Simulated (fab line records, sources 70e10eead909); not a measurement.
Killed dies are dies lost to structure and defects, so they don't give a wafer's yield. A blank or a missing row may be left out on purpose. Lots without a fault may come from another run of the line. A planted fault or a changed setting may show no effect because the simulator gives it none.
fab line records | flow nand_harc
record lots=5 wafers=15 last_day=34
route steps=1302 shown A_SGD_CUT@912 A_SLIT@922
lots that met no fault: from a run of the same line without faults
start_h: hours from the record's first day to the start of the lot's first wafer shown | wait_h: hours since the lot's step before | " the same as in the row above | L1.1+2: a row that stands for several wafers | - no value, or no start given | * or withheld: withheld | < > ~ a bound
route shown NAME@n: a module of which the file shows steps, and the number in the route of the first | usual: mean/standard deviation of fault-free wafers | same: alike in all rows | chamber/n: place in a boat | sites: the reading at each site | _std_site: their standard deviation | _edge_site: outer sites' mean less inner sites' | radius_mm: how far each site lies from the wafer's centre | mask NAME#n: copy n | behind: the tool/chamber that last shaped the wafer | hold: why the lot was held/for how many hours/how that ended | device: the transistor (n, p or np) that didn't switch | end of line: the same wafers' tests at the end of the route | a step without rows: its recipe alone | killed: dies lost to structure and defects at the first sort, not the wafer's yield | map: a wafer's dies, x killed, . not, _ none there
set.NAME: the setting as run; set.NAME@STEP: as run at that earlier step | model.NAME: the simulator's own value behind a step, which no gauge read
lots at some steps of the route; a table a step, a row a wafer
services: from which hour (start_h, from the record's first day; less than 0 if before it) a tool's chamber was out of use, for how many hours, and why
## steps
# step NHARC_A_SGD_CUT_SRD_19
# columns lot.wafer tool chamber start_h wait_h
L083.3+1+6 wet_bench-04 3,5,7 - -
L084.1+5+6 wet_bench-07 4,5,7 539.40 0.1
L089.1+6+2 wet_bench-07 5,6,0 - -
L095.1+5+4 wet_bench-07 1,2,4 - -
L097.3+4+1 wet_bench-03 7,0,1 - -
# step NHARC_A_SGD_CUT_DEP_20
# recipe target_thk_a=1500 temp_c=65 material=SiO2
# columns lot.wafer tool chamber start_h wait_h
L083.1+3+6 fcvd-01 0 539.28 -
L084.1+5+6 fcvd-02 0,1,0 539.54 0.1
L089.1+2+6 fcvd-02 0,1,0 580.23 -
L095.1+4+5 fcvd-01 0,1,1 650.12 -
L097.1+3+4 fcvd-02 0,1,0 671.27 -
# step NHARC_A_SGD_CUT_ANNEAL_27
# recipe temp_c=450 time_s=1800
# same time_s=1800
# columns lot.wafer tool chamber start_h wait_h
L083.1+3+6 furnace-05 0 542.19 2.9
L084.1+5+6 furnace-05 0 542.19 2.6
L089.1+2+6 furnace-05 0 583.56 3.3
L095.1+4+5 furnace-01 0 653.12 3.0
L097.1+3+4 furnace-05 0 674.58 3.3
# step NHARC_A_SGD_CUT_CMP_21
# recipe target_thk_nm=148.19
# usual motor_current_A=12.1/1.3 pad_life_wafers=175/100 retaining_ring_pressure_frac=1.000/0.005 time_to_endpoint_s=49/3.4
# columns lot.wafer tool chamber start_h wait_h motor_current_A pad_life_wafers retaining_ring_pressure_frac time_to_endpoint_s
L083.3 cmp-02 3 543.66 0.4 14.7 66 1.007 50
L083.1 " 1 " " 12.5 68 0.987 50
L083.6 " 3 " " 14.0 - 1.000 52
L084.1 cmp-01 3 543.80 0.5 10.7 205 0.999 44
L084.5 " 2 " " 12.8 - 1.005 47
L084.6 " 3 " " 11.3 - 1.003 47
L089.2 cmp-01 3 585.04 0.4 11.0 344 1.002 46
L089.1 " 0 " " 12.5 345 0.999 52
L089.6 " 1 " " 12.5 - 1.004 52
L095.4 cmp-01 1 654.73 0.5 12.7 235 0.998 49
L095.1 " 3 " " 10.9 237 0.997 46
L095.5 " 1 " " 12.8 - 1.000 51
L097.4 cmp-02 3 676.05 0.4 13.6 192 1.001 52
L097.1 " 0 " " 10.2 193 0.997 50
L097.3 " 1 " " 12.6 194 1.013 54
# step NHARC_A_SGD_CUT_THK_MEAS_22
# recipe thk_meas_gauge=ellipsometry
# usual thk_nm=147.6/1.8
# columns lot.wafer tool chamber start_h wait_h thk_nm
L083.1 film_metro-02 - 543.91 0.2 149.8
L083.3 " - " " 147.9
L083.6 " - " " 149.0
L084.1 film_metro-02 - 544.03 0.2 147.1
L084.5 " - " " 146.0
L084.6 " - " " 149.2
L089.1 film_metro-02 - 585.25 0.2 147.1
L089.2 " - " " 149.5
L089.6 " - " " 146.6
L095.1 film_metro-02 - 654.96 0.2 145.6
L095.4 " - " " 148.0
L095.5 " - " " 147.3
L097.1 film_metro-02 - 676.30 0.2 145.6
L097.3 " - " " 151.1
L097.4 " - " " 149.2
# step NHARC_A_SGD_CUT_SRD_23
# columns lot.wafer tool chamber start_h wait_h
L083.1+3+6 wet_bench-04 2,3,4 543.95 0.0
L084.6+5+1 wet_bench-07 0,3,4 544.08 0.0
L089.6+2+1 wet_bench-07 7,0,1 585.30 0.0
L095.4+1+5 wet_bench-04 1,4,5 655.00 0.0
L097.4+3+1 wet_bench-07 2,4,5 676.35 0.0
# step NHARC_A_SGD_CUT_ETCH_26
# recipe target_depth_a=458 chemistry=dHF material=SiO2
# columns lot.wafer tool chamber start_h wait_h
L083.1+3+6 wet_bench-04 2,3,4 543.98 0.0
L084.6+5+1 wet_bench-07 0,3,4 544.13 0.0
L089.6+2+1 wet_bench-07 7,0,1 585.33 0.0
L095.4+1+5 wet_bench-04 1,4,5 655.03 0.0
L097.4+3+1 wet_bench-07 2,4,5 676.37 0.0
# step NHARC_A_SGD_CUT_ETCHBACK_24
# recipe target_depth_a=500 over_etch_frac=0.3 time_s=92.857 ion_energy_ev=120 ch3f_flow_sccm=50 o2_flow_sccm=30 ar_flow_sccm=200 rf_w=500 bias_w=100 chemistry=CH3F/O2
# usual chamber_pressure_mTorr=24.997/0.024 drypump_motor_current_A=5.8/0.44 oes_product_au=0.97/0.035 rf_vpp_V=244.5/1.7 showerhead_plenum_p_Torr=2.48/0.1 throttle_valve_pct=20.664/0.008
# same time_s=92.857
# columns lot.wafer tool chamber start_h wait_h chamber_pressure_mTorr drypump_motor_current_A oes_product_au rf_hours_counter_h rf_vpp_V showerhead_plenum_p_Torr throttle_valve_pct
L083.3 rie_diel-09 3 544.13 0.1 24.996 6.1 1.01 2 244.7 2.42 20.655
L083.1 " 0 " " 25.020 6.0 1.00 2 247.5 2.63 20.673
L083.6 " 3 " " 25.048 6.1 1.00 - 244.0 2.42 20.659
L084.1 rie_diel-11 3 544.34 0.2 25.022 5.9 1.01 10 243.5 2.39 20.667
L084.5 " 2 " " 24.994 5.5 0.98 - 245.0 2.48 20.660
L084.6 " 3 " " 24.996 5.8 1.01 - 243.0 2.39 20.656
L089.1 rie_diel-09 2 585.49 0.1 25.049 5.8 0.94 6 243.8 2.51 20.678
L089.2 " 0 " " 24.976 5.9 0.91 4 245.3 2.63 20.654
L089.6 " 2 " " 24.963 5.8 0.95 - 245.9 2.51 20.663
L095.1 rie_diel-11 1 655.20 0.2 25.021 6.2 1.01 4 241.4 2.27 20.669
L095.4 " 3 " " 25.004 5.9 0.98 4 243.1 2.39 20.656
L095.5 " 1 " " 24.997 6.2 1.00 - 241.9 2.27 20.665
L097.3 rie_diel-05 2 676.55 0.2 25.018 5.2 1.02 3 244.9 2.51 20.676
L097.1 " 0 " " 24.965 5.0 1.00 4 244.6 2.45 20.657
L097.4 " 0 " " 25.006 5.0 1.01 - 243.2 2.45 20.655
# step NHARC_A_SGD_CUT_STRIP_28
# recipe time_s=20 o2_flow_sccm=500 ar_flow_sccm=0 bias_w=0 chemistry=O2
# usual chamber_pressure_mTorr=60.01/0.054 drypump_motor_current_A=5.8/0.44 oes_product_au=1.003/0.011 rf_vpp_V=58.0/0.85 showerhead_plenum_p_Torr=3.55/0.14 throttle_valve_pct=17.037/0.0096
# same time_s=20
# columns lot.wafer tool chamber start_h wait_h chamber_pressure_mTorr drypump_motor_current_A oes_product_au rf_hours_counter_h rf_vpp_V showerhead_plenum_p_Torr throttle_valve_pct
L083.1 rie_diel-09 0 - - 60.00 6.0 1.011 2 58.4 3.77 17.022
L083.3 " 1 " " 60.01 5.9 0.995 3 57.9 3.61 17.044
L083.6 " 2 " " 60.00 5.8 1.024 - 56.9 3.60 17.028
L084.1 rie_diel-11 2 - - 60.19 5.6 0.999 9 59.1 3.55 17.034
L084.6 " 2 " " 60.04 5.6 1.009 - 58.0 3.55 17.044
L084.5 " 3 " " 59.96 5.9 1.013 - 57.8 3.43 17.029
L089.2 rie_diel-09 3 - - 59.96 6.2 1.005 5 57.0 3.48 17.030
L089.1 " 1 " " 59.93 5.9 1.002 7 56.8 3.61 17.038
L089.6 " 3 " " 60.08 6.1 1.015 - 57.7 3.48 17.026
L095.1 rie_diel-11 2 - - 59.99 5.6 0.989 4 58.4 3.55 17.034
L095.4 " 0 " " 60.00 6.5 1.001 4 58.0 3.66 17.033
L095.5 " 1 " " 60.03 6.2 1.006 - 55.8 3.27 17.047
L097.3 rie_diel-05 2 676.70 0.1 59.97 5.2 1.002 3 57.3 3.60 17.032
L097.1 " 1 " " 60.05 5.7 1.012 3 58.0 3.37 17.037
L097.4 " 0 " " 59.98 5.0 1.008 - 58.3 3.51 17.025
# step NHARC_A_SGD_CUT_INSPECT_25
# usual raw_defect_count=397/96
# columns lot.wafer tool chamber start_h wait_h raw_defect_count
L083.1 defect_inspect-01 - 544.37 - 355
L083.3 " - " " 528
L083.6 " - " " 320
L084.1 defect_inspect-01 - 544.57 - 321
L084.5 " - " " 468
L084.6 " - " " 534
L089.1 defect_inspect-01 - 585.71 - 324
L089.2 " - " " 291
L089.6 " - " " 293
L095.1 defect_inspect-01 - 655.43 - 359
L095.4 " - " " 461
L095.5 " - " " 521
L097.1 defect_inspect-02 - 676.81 - 434
L097.3 " - " " 314
L097.4 " - " " 456
# step NHARC_A_SLIT_DEP_25
# recipe target_thk_a=2000 temp_c=400 pressure_torr=6.5 rf_w=900 teos_flow_sccm=161.4 flow_sccm=2650 target_thk_nm=200 gas=O2 material=SiO2
# usual heater_power_w=552/88 throttle_valve_pct=15.9/0.41
# columns lot.wafer tool chamber start_h wait_h heater_power_w throttle_valve_pct
L083.3 pecvd-03 1 544.44 0.1 381 15.8
L083.1 " 0 " " 443 16.2
L083.6 " 1 " " 370 15.3
L084.1 pecvd-03 1 544.75 0.2 405 15.6
L084.6 " 0 " " 486 16.2
L084.5 " 1 " " 411 15.4
L089.1 pecvd-01 0 585.78 0.1 585 16.4
L089.2 " 1 " " 563 15.6
L089.6 " 2 " " 559 16.4
L095.1 pecvd-01 0 655.58 0.1 569 16.1
L095.5 " 2 " " 652 16.0
L095.4 " 0 " " 556 16.2
L097.1 pecvd-03 1 676.88 0.1 444 15.9
L097.3 " 2 " " 593 15.4
L097.4 " 2 " " 602 15.3
# step NHARC_A_SLIT_DEP_00
# recipe target_thk_a=62000 temp_c=400 material=aC
# usual throttle_valve_pct=35.001/0.0089
# columns lot.wafer tool chamber start_h wait_h throttle_valve_pct
L083.1 acl_dep-02 0 545.30 - 34.997
L083.3 " 0 546.56 - 34.997
L083.6 " 0 548.46 - 34.997
L084.1 acl_dep-03 0 548.56 - 34.998
L084.5 " 0 551.09 - 35.008
L084.6 " 0 " " 34.991
L089.1 acl_dep-02 0 586.12 - 34.993
L089.2 " 0 " " 35.000
L089.6 " 0 589.22 - 34.992
L095.1 acl_dep-02 0 655.84 - 35.003
L095.4 " 0 657.73 - 35.004
L095.5 " 0 " " 34.992
L097.1 acl_dep-02 0 682.78 - 35.002
L097.3 " 0 684.03 - 34.994
L097.4 " 0 " " 35.005
# step NHARC_A_SLIT_DEP_23
# recipe target_thk_a=1000 target_thk_nm=100 temp_c=400 pressure_torr=3.5 flow_sccm=200 rf_w=350 material=SiON
# usual heater_power_w=740/84
# columns lot.wafer tool chamber start_h wait_h heater_power_w
L083.3 pecvd-01 2 549.16 2.0 840
L083.1 " 0 " " 750
L083.6 " 2 " " 671
L084.1 pecvd-02 1 552.58 3.4 943
L084.6 " 2 " " 768
L084.5 " 0 " " 775
L089.2 pecvd-03 0 589.87 2.5 683
L089.1 " 1 " " 620
L089.6 " 0 " " 698
L095.1 pecvd-02 0 659.69 3.2 753
L095.5 " 2 " " 719
L095.4 " 0 " " 770
L097.1 pecvd-03 0 686.54 3.1 662
L097.3 " 0 " " 671
L097.4 " 2 " " 827
# step NHARC_A_SLIT_DEHYDRATE_01
# recipe temp_c=150 time_s=120
# same time_s=120
# columns lot.wafer tool chamber start_h wait_h
L083.1+3+6 litho_track-06 0 549.40 0.2
L084.1+5+6 litho_track-04 0 552.79 0.2
L089.1+2+6 litho_track-04 0 590.14 0.2
L095.1+4+5 litho_track-01 0 659.91 0.2
L097.1+3+4 litho_track-06 0 686.90 0.3
# step NHARC_A_SLIT_HMDS_02
# recipe time_s=30
# same time_s=30
# columns lot.wafer tool chamber start_h wait_h
L083.1+3+6 litho_track-06 0 - -
L084.1+5+6 litho_track-04 0 - -
L089.1+2+6 litho_track-04 0 - -
L095.1+4+5 litho_track-01 0 - -
L097.1+3+4 litho_track-06 0 - -
# step NHARC_A_SLIT_COAT_03
# recipe spin_rpm=1500 resist_thk_nm=90
# columns lot.wafer tool chamber start_h wait_h
L083.1+3+6 litho_track-06 0 - -
L084.1+5+6 litho_track-04 0 - -
L089.1+2+6 litho_track-04 0 - -
L095.1+4+5 litho_track-01 0 - -
L097.1+3+4 litho_track-06 0 - -
# step NHARC_A_SLIT_SOFTBAKE_04
# recipe temp_c=105 time_s=55
# same time_s=55
# columns lot.wafer tool chamber start_h wait_h
L083.1+3+6 litho_track-06 0 - -
L084.1+5+6 litho_track-04 0 - -
L089.1+2+6 litho_track-04 0 - -
L095.1+4+5 litho_track-01 0 - -
L097.1+3+4 litho_track-06 0 - -
# step NHARC_A_SLIT_EBR_05
# columns lot.wafer tool chamber start_h wait_h
L083.1+3+6 litho_track-06 0 - -
L084.1+5+6 litho_track-04 0 - -
L089.1+2+6 litho_track-04 0 - -
L095.1+4+5 litho_track-01 0 - -
L097.1+3+4 litho_track-06 0 - -
# step NHARC_A_SLIT_EXPOSE_06
# recipe na=1.35 dose_mj=60.82 mask_id=SLIT
# columns lot.wafer tool chamber start_h wait_h mask
L083.1+3+6 arfi_scanner-02 0 549.55 - SLIT#0
L084.1+5+6 arfi_scanner-02 0 553.06 - SLIT#0
L089.1+2+6 arfi_scanner-01 0 590.28 - SLIT#0
L095.1+4+5 arfi_scanner-03 0 660.18 - SLIT#0
L097.1+3+4 arfi_scanner-01 0 687.16 - SLIT#0
# step NHARC_A_SLIT_PEB_07
# recipe peb_temp_c=100 peb_time_s=65
# same peb_time_s=65
# columns lot.wafer tool chamber start_h wait_h
L083.1+3+6 litho_track-04 0 549.61 0.1
L084.1+5+6 litho_track-01 0 553.12 0.1
L089.1+2+6 litho_track-06 0 590.34 0.1
L095.1+4+5 litho_track-04 0 660.24 0.1
L097.1+3+4 litho_track-06 0 687.22 0.1
# step NHARC_A_SLIT_DEVELOP_08
# recipe develop_time_s=35 dev_temp_c=23
# columns lot.wafer tool chamber start_h wait_h
L083.1+3+6 litho_track-04 0 - -
L084.1+5+6 litho_track-01 0 - -
L089.1+2+6 litho_track-06 0 - -
L095.1+4+5 litho_track-04 0 - -
L097.1+3+4 litho_track-06 0 - -
# step NHARC_A_SLIT_CD_MEAS_09
# recipe target_cd_nm=300 landing_energy_ev=500
# usual cd_nm=300.1/0.5
# columns lot.wafer tool chamber start_h wait_h cd_nm
L083.1 cd_sem-03 0 549.69 - 300.2
L083.3 " 0 " " 300.3
L083.6 " 0 " " 299.8
L084.1 cd_sem-02 0 553.20 - 300.7
L084.5 " 0 " " 300.8
L084.6 " 0 " " 301.0
L089.1 cd_sem-03 0 590.42 - 300.4
L089.2 " 0 " " 299.7
L089.6 " 0 " " 299.6
L095.1 cd_sem-02 0 660.32 - 300.3
L095.4 " 0 " " 300.7
L095.5 " 0 " " 299.5
L097.1 cd_sem-03 0 687.30 - 299.1
L097.3 " 0 " " 300.4
L097.4 " 0 " " 300.1
# step NHARC_A_SLIT_OVL_MEAS_10
# usual overlay_x_nm=-0.1/0.79 overlay_y_nm=0.0/0.84
# columns lot.wafer tool chamber start_h wait_h overlay_x_nm overlay_y_nm
L083.1 overlay-01 - 549.78 - -0.3 0.6
L083.3 " - " " -0.3 0.2
L083.6 " - " " -0.1 0.0
L084.1 overlay-02 - 553.29 - -0.8 -0.8
L084.5 " - " " -0.6 -1.4
L084.6 " - " " -0.6 -1.2
L089.1 overlay-01 - 590.51 - 0.2 -1.9
L089.2 " - " " 0.3 -1.7
L089.6 " - " " 0.7 -1.8
L095.1 overlay-01 - 660.41 - 1.0 0.0
L095.4 " - " " 0.8 -0.4
L095.5 " - " " 0.8 0.0
L097.1 overlay-01 - 687.39 - 1.3 0.8
L097.3 " - " " 1.6 0.1
L097.4 " - " " 0.9 0.5
# step NHARC_A_SLIT_INSPECT_11
# usual raw_defect_count=59/32
# columns lot.wafer tool chamber start_h wait_h raw_defect_count
L083.1 defect_inspect-02 - 549.81 0.0 20
L083.3 " - " " 16
L083.6 " - " " 10
L084.1 defect_inspect-02 - 553.33 0.0 103
L084.5 " - " " 91
L084.6 " - " " 65
L089.1 defect_inspect-01 - 590.55 0.0 71
L089.2 " - " " 64
L089.6 " - " " 66
L095.1 defect_inspect-02 - 660.45 0.0 72
L095.4 " - " " 76
L095.5 " - " " 65
L097.1 defect_inspect-02 - 687.43 0.0 85
L097.3 " - " " 76
L097.4 " - " " 94
# step NHARC_A_SLIT_DESCUM_14
# recipe time_s=3 o2_flow_sccm=200 ar_flow_sccm=0 bias_power_w=0 chemistry=O2
# usual chamber_pressure_mTorr=60.00/0.055 drypump_motor_current_A=5.9/0.44 oes_product_au=0.993/0.014 rf_vpp_V=57.8/0.87 showerhead_plenum_p_Torr=1.92/0.073 throttle_valve_pct=11.311/0.0087
# same time_s=3
# columns lot.wafer tool chamber start_h wait_h chamber_pressure_mTorr drypump_motor_current_A oes_product_au rf_hours_counter_h rf_vpp_V showerhead_plenum_p_Torr throttle_valve_pct
L083.1 rie_diel-04 3 549.87 0.1 59.84 5.8 1.015 0 58.9 1.92 11.302
L083.3 " 0 " " 60.03 5.8 1.000 0 59.2 1.86 11.303
L083.6 " 0 " " 60.05 5.8 0.996 - 56.8 1.85 11.295
L084.1 rie_diel-04 3 553.40 0.1 60.06 5.8 0.991 2 54.9 1.92 11.305
L084.5 " 2 " " 59.90 5.6 0.986 - 59.0 2.03 11.305
L084.6 " 3 " " 59.95 5.8 1.009 - 58.9 1.92 11.320
L089.1 rie_diel-03 1 590.61 0.1 59.96 6.1 0.979 7 57.8 1.89 11.327
L089.2 " 2 " " 60.08 5.7 0.996 5 57.5 1.82 11.309
L089.6 " 2 " " 60.02 5.7 0.994 - 57.2 1.82 11.319
L095.1 rie_diel-03 2 660.52 0.1 59.98 5.7 0.996 0 56.6 1.82 11.318
L095.4 " 3 " " 59.95 4.8 0.980 0 56.7 1.87 11.317
L095.5 " 0 " " 59.98 5.0 1.008 - 57.7 1.90 11.303
L097.3 rie_diel-03 1 687.49 0.1 59.96 6.1 0.977 1 57.2 1.89 11.310
L097.4 " 2 " " 60.02 5.7 0.983 1 57.9 1.82 11.292
L097.1 " 0 " " 60.04 5.0 1.017 2 57.5 1.90 11.317
# step NHARC_A_SLIT_ETCH_24
# recipe target_depth_a=1210 time_s=60.5 cf4_flow_sccm=100 chf3_flow_sccm=30 ar_flow_sccm=0 rf_w=500 bias_w=200 chemistry=CF4/CHF3
# usual chamber_pressure_mTorr=25.000/0.024 drypump_motor_current_A=5.9/0.47 oes_product_au=0.955/0.019 rf_vpp_V=370.5/2 showerhead_plenum_p_Torr=1.57/0.058 throttle_valve_pct=16.803/0.0085
# same time_s=60.5
# columns lot.wafer tool chamber start_h wait_h chamber_pressure_mTorr drypump_motor_current_A oes_product_au rf_hours_counter_h rf_vpp_V showerhead_plenum_p_Torr throttle_valve_pct
L083.1 rie_diel-04 0 549.96 0.1 24.987 5.8 0.958 0 368.7 1.53 16.821
L083.3 " 2 " " 24.998 5.7 0.963 1 373.5 1.66 16.798
L083.6 " 1 " " 25.024 6.4 0.966 - 373.3 1.66 16.813
L084.1 rie_diel-04 2 553.47 0.1 24.990 5.6 0.953 2 373.7 1.66 16.813
L084.5 " 2 " " 24.968 5.7 0.951 - 372.8 1.66 16.802
L084.6 " 3 " " 24.998 5.8 0.966 - 371.7 1.58 16.803
L089.2 rie_diel-03 3 590.69 0.1 24.958 4.8 0.919 5 368.8 1.54 16.799
L089.1 " 1 " " 24.951 6.1 0.911 7 369.2 1.56 16.799
L089.6 " 0 " " 25.039 5.1 0.952 - 371.2 1.56 16.806
L095.1 rie_diel-03 0 660.60 0.1 25.020 5.0 0.974 0 369.3 1.56 16.807
L095.4 " 1 " " 25.002 6.1 0.936 0 369.7 1.56 16.806
L095.5 " 3 " " 25.029 4.8 0.955 - 369.6 1.54 16.803
L097.3 rie_diel-03 3 687.57 0.1 25.010 4.8 0.958 2 370.5 1.54 16.804
L097.4 " 0 " " 25.050 5.0 0.984 2 370.5 1.56 16.799
L097.1 " 2 " " 25.004 5.7 0.950 1 368.9 1.50 16.790
# step NHARC_A_SLIT_ETCH_15
# recipe target_depth_a=62000 over_etch_frac=0.3 time_s=1612 ion_energy_ev=150 o2_flow_sccm=400 cos_flow_sccm=20 ar_flow_sccm=0 rf_w=500 bias_w=300 chemistry=O2/COS
# usual chamber_pressure_mTorr=19.998/0.017 drypump_motor_current_A=5.8/0.46 oes_product_au=0.995/0.014 rf_vpp_V=314.3/1.7 showerhead_plenum_p_Torr=3.13/0.11 throttle_valve_pct=28.330/0.0085
# same time_s=1612
# columns lot.wafer tool chamber start_h wait_h chamber_pressure_mTorr drypump_motor_current_A oes_product_au rf_hours_counter_h rf_vpp_V showerhead_plenum_p_Torr throttle_valve_pct
L083.1 rie_diel-04 2 - - 20.007 5.6 0.982 1 317.0 3.30 28.318
L083.3 " 0 " " 19.996 5.9 1.001 1 312.4 3.03 28.325
L083.6 " 2 " " 20.006 5.6 0.993 - 317.9 3.30 28.323
L084.1 rie_diel-04 0 - - 20.025 5.8 0.992 1 312.4 3.03 28.318
L084.6 " 2 " " 20.009 5.7 0.992 - 317.1 3.30 28.326
L084.5 " 3 " " 20.017 5.8 1.003 - 314.3 3.13 28.330
L089.2 rie_diel-03 2 - - 19.996 5.7 0.999 5 312.2 2.98 28.349
L089.1 " 0 " " 19.991 5.0 1.028 6 314.8 3.10 28.339
L089.6 " 2 " " 19.998 5.7 0.994 - 311.6 2.98 28.337
L095.4 rie_diel-03 3 - - 19.967 4.8 0.981 1 312.8 3.05 28.329
L095.1 " 1 " " 19.997 6.1 0.982 1 313.7 3.09 28.351
L095.5 " 0 " " 19.956 5.1 1.026 - 313.3 3.10 28.333
L097.3 rie_diel-03 3 - - 19.995 4.8 0.986 2 312.6 3.05 28.330
L097.4 " 1 " " 19.992 6.1 0.978 1 313.8 3.09 28.337
L097.1 " 2 " " 20.010 5.7 0.974 2 312.6 2.98 28.324
# step NHARC_A_SLIT_ETCH_17
# recipe bias_v=900 source_w=withheld pressure_mtorr=20 ar_flow_sccm=375 c4f8_flow_sccm=83.3 o2_flow_sccm=41.7 time_s=4254.5 target_depth_a=2.03e+05 chemistry=C4F8/O2/Ar
# usual chamber_pressure_mTorr=19.999/0.022 drypump_motor_current_A=5.8/0.51 he_backside_leak_sccm=6.4/0.71 showerhead_plenum_p_Torr=3.65/0.18 throttle_valve_pct=32.046/0.0097
# same time_s=4254.5
# columns lot.wafer tool chamber start_h wait_h chamber_pressure_mTorr drypump_motor_current_A he_backside_leak_sccm rf_hours_counter_h showerhead_plenum_p_Torr throttle_valve_pct
L083.1 har_etch-02 1 552.79 - 19.989 5.9 5.8 92 3.89 32.040
L083.3 " 0 554.63 - 19.974 5.0 5.5 - 3.67 32.054
L083.6 " 1 " " 20.031 5.9 6.0 - 3.89 32.030
L084.1 har_etch-02 1 556.65 - 20.020 5.9 6.0 96 3.89 32.071
L084.5 " 1 559.05 - 20.013 5.8 6.1 - 3.89 32.059
L084.6 " 0 " " 19.996 5.0 5.7 - 3.66 32.062
L089.1 har_etch-01 1 592.26 - 20.000 6.4 7.0 329 3.40 32.055
L089.2 " 0 " " 20.019 5.9 7.5 329 3.49 32.035
L089.6 " 0 595.27 - 20.000 5.9 7.2 - 3.49 32.036
L095.1 har_etch-02 0 661.76 - 19.987 5.0 5.8 161 3.63 32.040
L095.4 " 0 663.00 - 20.006 5.0 5.9 - 3.63 32.052
L095.5 " 1 664.84 - 20.018 5.9 6.1 - 3.85 32.050
L097.1 har_etch-02 1 689.36 - 20.025 5.9 6.4 172 3.84 32.041
L097.3 " 0 " " 19.980 5.0 5.8 - 3.62 32.055
L097.4 " 1 " " 20.031 5.9 6.4 - 3.84 32.061
# step NHARC_A_SLIT_ETCH_26
# recipe bias_v=400 source_w=2000 pressure_mtorr=25 time_s=90 ar_flow_sccm=375 c4f8_flow_sccm=41.7 o2_flow_sccm=83.3 target_depth_a=4000 chemistry=C4F8/O2/Ar
# usual chamber_pressure_mTorr=25.001/0.023 drypump_motor_current_A=5.8/0.51 he_backside_leak_sccm=6.4/0.7 showerhead_plenum_p_Torr=3.68/0.18 throttle_valve_pct=27.619/0.0093
# same time_s=90
# columns lot.wafer tool chamber start_h wait_h chamber_pressure_mTorr drypump_motor_current_A he_backside_leak_sccm rf_hours_counter_h showerhead_plenum_p_Torr throttle_valve_pct
L083.1 har_etch-02 1 556.47 3.1 25.011 5.8 5.9 95 3.92 27.613
L083.3 " 0 " " 24.980 5.0 5.7 - 3.70 27.629
L083.6 " 1 " " 24.974 5.8 5.7 - 3.93 27.618
L084.1 har_etch-02 1 560.25 3.0 25.003 5.9 5.9 99 3.92 27.621
L084.5 " 1 " " 25.069 5.9 6.3 - 3.92 27.618
L084.6 " 0 " " 24.970 5.0 5.7 - 3.69 27.624
L089.1 har_etch-01 1 595.87 3.0 25.001 6.5 7.0 332 3.43 27.622
L089.2 " 0 " " 25.029 5.9 7.5 332 3.52 27.605
L089.6 " 0 " " 25.026 5.9 7.3 - 3.52 27.630
L095.1 har_etch-02 0 665.46 3.1 25.016 5.0 6.0 164 3.66 27.608
L095.4 " 0 " " 25.013 5.0 6.0 - 3.66 27.610
L095.5 " 1 " " 24.994 5.9 6.6 - 3.88 27.615
L097.1 har_etch-02 1 692.40 2.4 24.987 5.9 6.2 175 3.88 27.629
L097.3 " 0 " " 25.002 5.0 6.0 - 3.65 27.628
L097.4 " 1 " " 25.003 5.9 6.1 - 3.88 27.618
# step NHARC_A_SLIT_STRIP_28
# recipe o2_flow_sccm=400 cos_flow_sccm=20 ar_flow_sccm=0 bias_w=0 chemistry=O2/COS
# columns lot.wafer tool chamber start_h wait_h
L083.1+3+6 rie_diel-03 3,0,0 557.26 0.8
L084.1+6+5 rie_diel-03 1,0,1 561.05 0.8
L089.2+1+6 rie_diel-04 1,2,0 596.67 0.7
L095.4+1+5 rie_diel-08 0,3,0 666.25 0.7
L097.4+3+1 rie_diel-04 3,0,2 693.16 0.7
# step NHARC_A_SLIT_ETCH_29
# recipe target_depth_a=1000 overetch_a=100 time_s=55 ion_energy_ev=100 cf4_flow_sccm=80 o2_flow_sccm=20 ar_flow_sccm=0 rf_w=300 bias_w=100 chemistry=CF4/O2
# usual chamber_pressure_mTorr=29.999/0.028 drypump_motor_current_A=5.8/0.52 oes_product_au=0.994/0.013 rf_vpp_V=197.6/1.2 showerhead_plenum_p_Torr=1.33/0.049 throttle_valve_pct=13.397/0.0098
# same time_s=55
# columns lot.wafer tool chamber start_h wait_h chamber_pressure_mTorr drypump_motor_current_A oes_product_au rf_hours_counter_h rf_vpp_V showerhead_plenum_p_Torr throttle_valve_pct
L083.3 rie_diel-03 3 557.36 0.1 29.978 4.8 0.983 3 196.2 1.30 13.408
L083.1 " 0 " " 30.006 5.1 1.021 4 198.6 1.33 13.416
L083.6 " 2 " " 30.014 5.7 0.993 - 197.8 1.27 13.424
L084.1 rie_diel-03 2 561.16 0.1 30.000 5.7 0.989 4 195.0 1.27 13.409
L084.6 " 3 " " 29.976 4.8 0.993 - 197.5 1.30 13.394
L084.5 " 0 " " 30.002 5.0 1.026 - 198.3 1.33 13.392
L089.2 rie_diel-04 2 596.76 0.1 30.034 5.6 0.983 4 198.4 1.41 13.378
L089.1 " 0 " " 30.040 5.9 1.006 3 197.3 1.29 13.398
L089.6 " 2 " " 29.998 5.6 0.992 - 199.5 1.41 13.406
L095.4 rie_diel-08 3 666.35 0.1 29.974 6.6 0.998 6 196.2 1.24 13.400
L095.1 " 1 " " 30.027 5.9 0.996 6 198.3 1.36 13.404
L095.5 " 3 " " 30.032 6.6 0.998 - 195.9 1.24 13.401
L097.3 rie_diel-04 0 693.26 0.1 29.950 5.9 0.997 10 194.8 1.29 13.404
L097.1 " 2 " " 29.907 5.6 0.989 10 198.4 1.41 13.401
L097.4 " 3 " " 29.935 5.8 0.999 11 198.4 1.34 13.394
## services
# columns tool chamber start_h hours kind
litho_track-06 - 529.00 7.0 pm
rie_diel-04 - 531.90 9.0 pm
pecvd-01 0 532.05 4.3 repair
pecvd-01 1 537.21 3.5 repair
fcvd-02 0 541.39 5.8 repair
pecvd-03 - 547.14 13.0 pm
litho_track-04 - 553.00 7.0 pm
rie_diel-09 2 560.18 3.9 repair
rie_diel-09 0 562.01 16.5 repair
acl_dep-02 - 567.39 4.6 repair
wet_bench-04 - 579.20 8.0 pm
wet_bench-07 - 607.89 0.8 repair
rie_diel-11 - 609.50 9.0 pm
acl_dep-02 - 609.59 13.0 pm
rie_diel-03 0 632.59 5.3 repair
rie_diel-03 - 635.30 9.0 pm
rie_diel-04 - 636.96 0.5 repair
rie_diel-09 0 664.18 1.8 repair
rie_diel-09 - 674.10 9.0 pm
litho_track-01 - 680.00 7.0 pm
pecvd-03 1 682.11 12.9 repair
wet_bench-07 - 688.03 8.0 pm
rie_diel-09 1 688.44 11.7 repair
rie_diel-03 2 689.83 4.5 repair
## key
fault none
